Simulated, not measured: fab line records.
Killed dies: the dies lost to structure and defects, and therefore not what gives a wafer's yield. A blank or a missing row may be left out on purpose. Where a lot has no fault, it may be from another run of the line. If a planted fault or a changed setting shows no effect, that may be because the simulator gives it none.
fab line records + flow n5Finfet + part 2 of 2: steps 5 to 6 of 6
record
- lots=21
- wafers=63
- lastDay=17
route steps=1938 shown BEOL_M1@797 BEOL_M2@841
lots that met no fault: from a run of the same line without faults
startH: hours from the record's first day to the start of the lot's first wafer shown + waitH: hours elapsed since this lot's preceding step + " same as the row above + L1.1+2: a row that stands for several wafers + - no value, or no start was given + * or withheld: withheld + < > ~ a bound
route shown NAME@n: a module of which the file shows steps, and the number in the route of the first + usual: average and standard deviation across the fault-free wafers + same: alike in all rows + chamber/n: place in a boat + sites: the reading at each site + _std_site: the standard deviation of these + _edge_site: inner sites' mean taken away from outer sites' mean + radiusMm: how far each site lies from the wafer's centre + mask NAME#n: copy n + behind: the tool/chamber that last shaped the wafer + hold: cause of the lot's hold/its duration in hours/its outcome + device: whichever transistor did not switch (one of n, p or np) + end of line: tests of these same wafers at the route's end + where a step has no rows: the recipe by itself + killed: at the first sort, the dies lost to defects and structure; wafer yield is something else + map: dies across one wafer; x = killed, . = not, _ = none there
set.NAME: setting as actually run; set.NAME@STEP: the setting as run at that earlier step + model.NAME: the simulator's own value behind a step, which no gauge read
route steps across a sampled set of lots; one table per step, one row per wafer
services: from which hour (startH, from the record's first day; less than 0 if before it) a tool's chamber was out of use, for how many hours, and why
## steps
# step N5_BEOL_M2_ETCH_64
# recipe
- chemistry=N2/H2
- target=SOC
- targetDepthA=750
- overetchA=225
- maskMaterial=SiARC
- tempC=40
- timeS=121.9
- ionEnergyEv=200
- pressureMtorr=30
- sourceW=840
- biasW=150
- n2FlowSccm=200
- h2FlowSccm=200
# usual
- drypumpMotorCurrentA=5.7/0.45
- n2FlowSccm=200.0/0.59
- oesProductAu=0.60/0.069
- rfVppV=523.9/2.3
- showerheadPlenumPTorr=2.55/0.08
- throttleValvePct=17.83/0.19
| lot.wafer | tool       | chamber | startH | waitH | drypumpMotorCurrentA | n2FlowSccm | oesProductAu | rfHoursCounterH | rfVppV | showerheadPlenumPTorr | throttleValvePct |
|-----------|------------|---------|--------|-------|----------------------|------------|--------------|-----------------|--------|-----------------------|------------------|
| L074.1    | rieDiel-04 | 1       | 135.78 | 0.0   | 5.6                  | 199.4      | 0.55         | 198             | 522.8  | 2.52                  | 17.92            |
| L074.2    | "          | 3       | "      | "     | 5.6                  | 200.1      | 0.57         | 171             | 519.7  | 2.43                  | 17.60            |
| L074.3    | "          | 0       | "      | "     | 5.6                  | 200.1      | 0.54         | 224             | 522.5  | 2.52                  | 18.23            |
| L075.1    | rieDiel-04 | 3       | 143.30 | 0.0   | 5.6                  | 200.0      | 0.57         | 175             | 521.1  | 2.42                  | 17.60            |
| L075.2    | "          | 0       | "      | "     | 5.6                  | 199.8      | 0.53         | 227             | 521.6  | 2.52                  | 18.23            |
| L075.4    | "          | 1       | "      | "     | 5.6                  | 199.1      | 0.54         | -               | 523.4  | 2.52                  | 17.92            |
| L076.1    | rieDiel-04 | 0       | 144.31 | 0.0   | 5.6                  | 198.7      | 0.53         | 228             | 522.7  | 2.52                  | 18.24            |
| L076.2    | "          | 1       | "      | "     | 5.6                  | 200.6      | 0.54         | 202             | 523.8  | 2.52                  | 17.90            |
| L076.4    | "          | 1       | "      | "     | 5.6                  | 200.0      | 0.55         | -               | 523.1  | 2.52                  | 17.91            |
| L078.1    | rieDiel-06 | 1       | 157.75 | 0.0   | 5.3                  | 200.8      | 0.53         | 222             | 522.4  | 2.51                  | 17.88            |
| L078.2    | "          | 0       | "      | "     | 5.5                  | 199.9      | 0.58         | 133             | 527.6  | 2.66                  | 17.92            |
| L078.3    | "          | 3       | "      | "     | 6.8                  | 201.2      | 0.57         | 164             | 527.2  | 2.64                  | 17.80            |
| L077.1    | rieDiel-04 | 2       | 158.08 | 0.0   | 6.6                  | 201.3      | 0.74         | 2               | 526.7  | 2.72                  | 17.79            |
| L077.5    | "          | 1       | "      | "     | 5.6                  | 200.9      | 0.54         | -               | 522.7  | 2.52                  | 17.91            |
| L077.6    | "          | 0       | "      | "     | 5.6                  | 199.7      | 0.53         | -               | 523.3  | 2.51                  | 18.26            |
| L079.1    | rieDiel-01 | 2       | 169.22 | 0.0   | 5.5                  | 199.9      | 0.55         | 173             | 524.3  | 2.53                  | 17.71            |
| L079.2    | "          | 1       | "      | "     | 4.9                  | 200.5      | 0.69         | 20              | 523.0  | 2.49                  | 17.49            |
| L079.3    | "          | 3       | "      | "     | 5.8                  | 200.4      | 0.69         | 29              | 524.1  | 2.60                  | 17.66            |
| L080.2    | rieDiel-04 | 0       | 171.16 | 0.0   | 5.6                  | 200.2      | 0.53         | 238             | 523.3  | 2.51                  | 18.25            |
| L080.5    | "          | 0       | "      | "     | 5.6                  | 199.7      | 0.53         | -               | 523.1  | 2.51                  | 18.26            |
| L080.6    | "          | 3       | "      | "     | 5.6                  | 200.6      | 0.57         | -               | 520.4  | 2.42                  | 17.63            |
| L082.2    | rieDiel-04 | 3       | 184.34 | 0.0   | 5.7                  | 199.4      | 0.56         | 189             | 520.6  | 2.42                  | 17.62            |
| L082.5    | "          | 1       | "      | "     | 5.6                  | 199.6      | 0.53         | -               | 522.8  | 2.52                  | 17.94            |
| L082.6    | "          | 0       | "      | "     | 5.6                  | 200.6      | 0.53         | -               | 524.3  | 2.51                  | 18.27            |
| L083.1    | rieDiel-06 | 1       | 188.11 | 0.0   | 5.3                  | 199.8      | 0.53         | 234             | 522.8  | 2.51                  | 17.90            |
| L083.3    | "          | 0       | "      | "     | 5.5                  | 199.6      | 0.57         | 144             | 526.7  | 2.65                  | 17.94            |
| L083.5    | "          | 1       | "      | "     | 5.3                  | 200.3      | 0.52         | -               | 523.5  | 2.51                  | 17.92            |
| L084.1    | rieDiel-01 | 0       | 194.90 | 0.0   | 5.4                  | 198.6      | 0.70         | 17              | 525.8  | 2.61                  | 17.98            |
| L084.3    | "          | 1       | "      | "     | 4.8                  | 200.1      | 0.68         | 30              | 523.0  | 2.49                  | 17.52            |
| L084.6    | "          | 3       | "      | "     | 5.8                  | 199.7      | 0.67         | -               | 524.9  | 2.60                  | 17.66            |
| L086.2    | rieDiel-01 | 3       | 208.23 | 0.0   | 5.8                  | 200.0      | 0.68         | 42              | 523.8  | 2.60                  | 17.69            |
| L086.5    | "          | 2       | "      | "     | 5.5                  | 199.7      | 0.55         | -               | 522.2  | 2.53                  | 17.73            |
| L086.6    | "          | 3       | "      | "     | 5.8                  | 200.4      | 0.67         | -               | 526.3  | 2.60                  | 17.67            |
| L087.3    | rieDiel-01 | 3       | 213.80 | 0.0   | 5.8                  | 200.0      | 0.67         | 44              | 525.4  | 2.60                  | 17.68            |
| L087.5    | "          | 2       | "      | "     | 5.5                  | 199.8      | 0.55         | -               | 523.4  | 2.52                  | 17.73            |
| L087.6    | "          | 3       | "      | "     | 5.8                  | 199.2      | 0.67         | -               | 525.4  | 2.60                  | 17.69            |
| L088.1    | rieDiel-01 | 3       | 214.43 | 0.0   | 5.8                  | 200.8      | 0.67         | 45              | 524.6  | 2.60                  | 17.68            |
| L088.3    | "          | 2       | "      | "     | 5.5                  | 199.9      | 0.55         | 190             | 524.0  | 2.52                  | 17.74            |
| L088.4    | "          | 1       | "      | "     | 4.8                  | 201.3      | 0.67         | 36              | 522.3  | 2.49                  | 17.53            |
| L089.1    | rieDiel-06 | 2       | 226.91 | 0.0   | 5.4                  | 199.9      | 0.69         | 21              | 521.6  | 2.49                  | 17.60            |
| L089.3    | "          | 0       | "      | "     | 5.5                  | 199.0      | 0.57         | 157             | 526.5  | 2.65                  | 17.97            |
| L089.6    | "          | 3       | "      | "     | 6.8                  | 200.0      | 0.56         | -               | 526.2  | 2.63                  | 17.84            |
| L091.1    | rieDiel-04 | 2       | 230.87 | 0.0   | 6.5                  | 200.0      | 0.67         | 31              | 529.7  | 2.71                  | 17.83            |
| L091.5    | "          | 1       | "      | "     | 5.6                  | 199.4      | 0.52         | -               | 523.6  | 2.51                  | 17.95            |
| L091.6    | "          | 0       | "      | "     | 5.6                  | 200.6      | 0.72         | -               | 521.6  | 2.51                  | 17.86            |
| L092.1    | rieDiel-01 | 1       | 248.12 | 0.0   | 4.9                  | 200.7      | 0.66         | 49              | 522.0  | 2.48                  | 17.54            |
| L092.2    | "          | 2       | "      | "     | 5.5                  | 199.9      | 0.54         | 203             | 523.6  | 2.52                  | 17.74            |
| L092.3    | "          | 3       | "      | "     | 5.8                  | 199.2      | 0.65         | 57              | 525.6  | 2.59                  | 17.70            |
| L093.1    | rieDiel-04 | 1       | 249.27 | 0.0   | 5.6                  | 199.4      | 0.52         | 237             | 522.9  | 2.51                  | 17.97            |
| L093.2    | "          | 2       | "      | "     | 6.5                  | 200.0      | 0.67         | 37              | 527.5  | 2.71                  | 17.85            |
| L093.4    | "          | 3       | "      | "     | 5.6                  | 200.3      | 0.54         | 217             | 520.3  | 2.41                  | 17.66            |
| L094.2    | rieDiel-06 | 3       | 253.39 | 0.0   | 6.8                  | 200.3      | 0.56         | 197             | 525.6  | 2.63                  | 17.87            |
| L094.4    | "          | 3       | "      | "     | 6.8                  | 199.6      | 0.56         | -               | 526.1  | 2.63                  | 17.85            |
| L094.6    | "          | 2       | "      | "     | 5.4                  | 201.3      | 0.67         | -               | 523.3  | 2.49                  | 17.63            |
| L095.1    | rieDiel-06 | 0       | 262.09 | 0.0   | 5.5                  | 199.8      | 0.56         | 171             | 526.8  | 2.64                  | 17.98            |
| L095.4    | "          | 2       | "      | "     | 5.4                  | 200.4      | 0.67         | -               | 521.4  | 2.49                  | 17.62            |
| L095.6    | "          | 3       | "      | "     | 6.8                  | 200.2      | 0.54         | -               | 526.3  | 2.63                  | 17.84            |
| L096.2    | rieDiel-04 | 2       | 267.45 | 0.0   | 6.5                  | 199.3      | 0.67         | 44              | 528.4  | 2.70                  | 17.85            |
| L096.4    | "          | 3       | "      | "     | 5.6                  | 199.7      | 0.55         | -               | 521.4  | 2.40                  | 17.68            |
| L096.6    | "          | 2       | "      | "     | 6.5                  | 200.6      | 0.67         | -               | 527.6  | 2.70                  | 17.86            |
| L097.3    | rieDiel-04 | 1       | 270.73 | 0.0   | 5.6                  | 199.9      | 0.52         | 245             | 521.1  | 2.51                  | 18.00            |
| L097.4    | "          | 2       | "      | "     | 6.5                  | 200.3      | 0.66         | -               | 526.0  | 2.70                  | 17.85            |
| L097.5    | "          | 1       | "      | "     | 5.6                  | 199.5      | 0.52         | -               | 521.4  | 2.51                  | 17.98            |
# step N5_BEOL_M2_STRIP_66
# recipe
- chemistry=CF4
- resist=SiARC
- powerW=300
- biasPowerW=75
- pressureMtorr=50
- cf4FlowSccm=150
- rfFrequencyHz=6e+07
# usual
- cf4FlowSccm=150.0/0.48
- drypumpMotorCurrentA=5.6/0.45
- oesProductAu=0.78/0.091
- rfVppV=271.1/1.4
- showerheadPlenumPTorr=1.80/0.05
- throttleValvePct=13.58/0.19
| lot.wafer | tool       | chamber | startH | waitH | cf4FlowSccm | drypumpMotorCurrentA | oesProductAu | rfHoursCounterH | rfVppV | showerheadPlenumPTorr | throttleValvePct |
|-----------|------------|---------|--------|-------|-------------|----------------------|--------------|-----------------|--------|-----------------------|------------------|
| L074.1    | rieDiel-04 | 1       | 135.92 | 0.0   | 149.3       | 5.6                  | 0.71         | 198             | 270.5  | 1.78                  | 13.59            |
| L074.2    | "          | 3       | "      | "     | 149.5       | 5.7                  | 0.75         | 171             | 269.8  | 1.72                  | 13.44            |
| L074.3    | "          | 0       | "      | "     | 150.5       | 5.6                  | 0.70         | 224             | 271.4  | 1.77                  | 13.99            |
| L075.1    | rieDiel-04 | 3       | 143.43 | 0.0   | 149.9       | 5.6                  | 0.75         | 175             | 268.7  | 1.72                  | 13.46            |
| L075.2    | "          | 0       | "      | "     | 149.8       | 5.6                  | 0.70         | 228             | 271.1  | 1.77                  | 14.00            |
| L075.4    | "          | 1       | "      | "     | 150.2       | 5.6                  | 0.71         | -               | 270.3  | 1.78                  | 13.61            |
| L076.1    | rieDiel-04 | 0       | 144.44 | 0.0   | 150.1       | 5.6                  | 0.69         | 228             | 271.1  | 1.77                  | 14.00            |
| L076.2    | "          | 1       | "      | "     | 150.0       | 5.6                  | 0.71         | 202             | 270.1  | 1.78                  | 13.62            |
| L076.4    | "          | 1       | "      | "     | 150.3       | 5.6                  | 0.71         | -               | 270.0  | 1.78                  | 13.61            |
| L078.1    | rieDiel-06 | 1       | 157.88 | 0.0   | 150.2       | 5.3                  | 0.69         | 222             | 269.7  | 1.77                  | 13.71            |
| L078.2    | "          | 0       | "      | "     | 150.3       | 5.5                  | 0.76         | 133             | 272.0  | 1.87                  | 13.71            |
| L078.3    | "          | 3       | "      | "     | 149.4       | 6.8                  | 0.75         | 164             | 272.9  | 1.85                  | 13.67            |
| L077.1    | rieDiel-04 | 2       | 158.21 | 0.0   | 149.9       | 6.5                  | 0.98         | 2               | 273.3  | 1.90                  | 13.36            |
| L077.5    | "          | 1       | "      | "     | 150.4       | 5.6                  | 0.69         | -               | 271.0  | 1.78                  | 13.63            |
| L077.6    | "          | 0       | "      | "     | 149.0       | 5.6                  | 0.69         | -               | 268.6  | 1.77                  | 14.03            |
| L079.1    | rieDiel-01 | 2       | 169.35 | 0.0   | 150.5       | 5.5                  | 0.72         | 173             | 270.6  | 1.79                  | 13.51            |
| L079.2    | "          | 1       | "      | "     | 150.7       | 4.8                  | 0.91         | 20              | 269.9  | 1.76                  | 13.21            |
| L079.3    | "          | 3       | "      | "     | 149.1       | 5.7                  | 0.89         | 29              | 270.9  | 1.83                  | 13.39            |
| L080.2    | rieDiel-04 | 0       | 171.29 | 0.0   | 150.2       | 5.6                  | 0.69         | 238             | 271.3  | 1.77                  | 14.01            |
| L080.5    | "          | 0       | "      | "     | 150.2       | 5.6                  | 0.69         | -               | 271.1  | 1.77                  | 14.01            |
| L080.6    | "          | 3       | "      | "     | 149.1       | 5.6                  | 0.73         | -               | 270.5  | 1.72                  | 13.46            |
| L082.2    | rieDiel-04 | 3       | 184.47 | 0.0   | 150.1       | 5.7                  | 0.73         | 189             | 270.0  | 1.72                  | 13.47            |
| L082.5    | "          | 1       | "      | "     | 150.1       | 5.6                  | 0.69         | -               | 271.1  | 1.78                  | 13.65            |
| L082.6    | "          | 0       | "      | "     | 150.0       | 5.6                  | 0.69         | -               | 270.1  | 1.77                  | 14.01            |
| L083.1    | rieDiel-06 | 1       | 188.24 | 0.0   | 149.8       | 5.3                  | 0.69         | 234             | 271.6  | 1.77                  | 13.75            |
| L083.3    | "          | 0       | "      | "     | 150.3       | 5.5                  | 0.75         | 144             | 272.6  | 1.87                  | 13.74            |
| L083.5    | "          | 1       | "      | "     | 150.0       | 5.3                  | 0.69         | -               | 271.1  | 1.77                  | 13.74            |
| L084.1    | rieDiel-01 | 0       | 195.03 | 0.0   | 149.7       | 5.3                  | 0.92         | 17              | 270.9  | 1.83                  | 13.62            |
| L084.3    | "          | 1       | "      | "     | 149.9       | 4.8                  | 0.88         | 30              | 271.1  | 1.76                  | 13.24            |
| L084.6    | "          | 3       | "      | "     | 149.7       | 5.7                  | 0.87         | -               | 271.2  | 1.82                  | 13.40            |
| L086.2    | rieDiel-01 | 3       | 208.36 | 0.0   | 149.7       | 5.8                  | 0.87         | 42              | 271.7  | 1.82                  | 13.41            |
| L086.5    | "          | 2       | "      | "     | 150.9       | 5.5                  | 0.71         | -               | 271.0  | 1.78                  | 13.54            |
| L086.6    | "          | 3       | "      | "     | 150.1       | 5.8                  | 0.87         | -               | 271.8  | 1.82                  | 13.41            |
| L087.3    | rieDiel-01 | 3       | 213.93 | 0.0   | 150.3       | 5.8                  | 0.87         | 44              | 271.3  | 1.82                  | 13.41            |
| L087.5    | "          | 2       | "      | "     | 149.3       | 5.5                  | 0.71         | -               | 271.0  | 1.78                  | 13.54            |
| L087.6    | "          | 3       | "      | "     | 149.9       | 5.8                  | 0.87         | -               | 271.8  | 1.82                  | 13.41            |
| L088.1    | rieDiel-01 | 3       | 214.56 | 0.0   | 149.7       | 5.7                  | 0.87         | 45              | 270.7  | 1.82                  | 13.43            |
| L088.3    | "          | 2       | "      | "     | 150.4       | 5.5                  | 0.71         | 190             | 270.8  | 1.78                  | 13.54            |
| L088.4    | "          | 1       | "      | "     | 150.2       | 4.9                  | 0.87         | 36              | 270.2  | 1.76                  | 13.25            |
| L089.1    | rieDiel-06 | 2       | 227.04 | 0.0   | 149.5       | 5.4                  | 0.90         | 21              | 269.9  | 1.75                  | 13.34            |
| L089.3    | "          | 0       | "      | "     | 150.0       | 5.5                  | 0.74         | 157             | 273.6  | 1.86                  | 13.78            |
| L089.6    | "          | 3       | "      | "     | 149.8       | 6.8                  | 0.73         | -               | 271.3  | 1.85                  | 13.73            |
| L091.1    | rieDiel-04 | 2       | 231.00 | 0.0   | 149.5       | 6.5                  | 0.89         | 31              | 274.2  | 1.89                  | 13.44            |
| L091.5    | "          | 1       | "      | "     | 150.2       | 5.6                  | 0.68         | -               | 270.4  | 1.77                  | 13.68            |
| L091.6    | "          | 0       | "      | "     | 150.0       | 5.6                  | 0.94         | -               | 268.5  | 1.76                  | 13.49            |
| L092.1    | rieDiel-01 | 1       | 248.26 | 0.0   | 149.6       | 4.8                  | 0.86         | 49              | 269.4  | 1.75                  | 13.28            |
| L092.2    | "          | 2       | "      | "     | 150.1       | 5.5                  | 0.69         | 203             | 272.3  | 1.78                  | 13.57            |
| L092.3    | "          | 3       | "      | "     | 150.1       | 5.8                  | 0.85         | 57              | 272.7  | 1.82                  | 13.45            |
| L093.1    | rieDiel-04 | 1       | 249.40 | 0.0   | 150.2       | 5.6                  | 0.68         | 237             | 271.7  | 1.77                  | 13.68            |
| L093.2    | "          | 2       | "      | "     | 150.5       | 6.5                  | 0.87         | 37              | 274.0  | 1.89                  | 13.45            |
| L093.4    | "          | 3       | "      | "     | 150.2       | 5.6                  | 0.71         | 217             | 270.2  | 1.71                  | 13.52            |
| L094.2    | rieDiel-06 | 3       | 253.52 | 0.0   | 151.0       | 6.8                  | 0.72         | 197             | 273.4  | 1.84                  | 13.74            |
| L094.4    | "          | 3       | "      | "     | 150.4       | 6.8                  | 0.72         | -               | 271.0  | 1.84                  | 13.74            |
| L094.6    | "          | 2       | "      | "     | 150.0       | 5.4                  | 0.88         | -               | 269.8  | 1.75                  | 13.37            |
| L095.1    | rieDiel-06 | 0       | 262.22 | 0.0   | 150.6       | 5.5                  | 0.73         | 171             | 272.5  | 1.86                  | 13.81            |
| L095.4    | "          | 2       | "      | "     | 150.9       | 5.4                  | 0.87         | -               | 271.1  | 1.75                  | 13.38            |
| L095.6    | "          | 3       | "      | "     | 149.8       | 6.8                  | 0.71         | -               | 273.3  | 1.84                  | 13.75            |
| L096.2    | rieDiel-04 | 2       | 267.58 | 0.0   | 150.0       | 6.5                  | 0.87         | 44              | 272.1  | 1.89                  | 13.47            |
| L096.4    | "          | 3       | "      | "     | 149.2       | 5.6                  | 0.71         | -               | 267.8  | 1.71                  | 13.54            |
| L096.6    | "          | 2       | "      | "     | 150.2       | 6.5                  | 0.87         | -               | 275.2  | 1.89                  | 13.47            |
| L097.3    | rieDiel-04 | 1       | 270.87 | 0.0   | 149.6       | 5.6                  | 0.68         | 245             | 271.3  | 1.77                  | 13.71            |
| L097.4    | "          | 2       | "      | "     | 150.6       | 6.5                  | 0.86         | -               | 272.7  | 1.89                  | 13.46            |
| L097.5    | "          | 1       | "      | "     | 148.9       | 5.6                  | 0.67         | -               | 270.7  | 1.77                  | 13.71            |
## services
| tool          | chamber | startH | hours | kind                         |
|---------------|---------|--------|-------|------------------------------|
| rieDiel-01    | -       | 104.58 | 0.5   | repair                       |
| pvdSputter-03 | -       | 104.99 | 1.3   | repair                       |
| rieDiel-02    | 1       | 110.06 | 6.0   | repair                       |
| pvdSputter-03 | -       | 111.29 | 1.9   | repair                       |
| rieDiel-06    | 0       | 118.56 | 6.0   | repair                       |
| rieDiel-03    | -       | 130.92 | 0.7   | repair                       |
| rieDiel-04    | 2       | 135.03 | -     | clean                        |
| rieDiel-04    | 2       | 135.03 | -     | consumableReplace:focusRing  |
| rieDiel-04    | 2       | 135.03 | -     | consumableReplace:showerhead |
| rieDiel-04    | 2       | 135.03 | 19.1  | scheduledDown                |
| rieDiel-04    | 2       | 135.03 | 19.1  | ventCycle                    |
| rieDiel-02    | -       | 140.34 | 0.4   | repair                       |
| rieDiel-03    | 1       | 149.89 | 4.6   | repair                       |
| pecvd-04      | -       | 158.95 | 1.4   | repair                       |
| pecvd-04      | 2       | 196.29 | 4.3   | repair                       |
| rieDiel-04    | 0       | 204.28 | -     | clean                        |
| rieDiel-05    | 0       | 215.24 | 3.8   | repair                       |
| rieDiel-04    | 1       | 217.32 | 5.2   | repair                       |
| pecvd-01      | 2       | 232.62 | 4.2   | repair                       |
| rieDiel-06    | 1       | 242.35 | 55.8  | repair                       |
| rieDiel-02    | -       | 243.38 | 28.1  | pm                           |
| rieDiel-05    | -       | 253.86 | 0.2   | repair                       |
| pecvd-02      | 0       | 261.04 | 21.4  | repair                       |
| rieDiel-04    | 0       | 265.68 | 8.2   | repair                       |
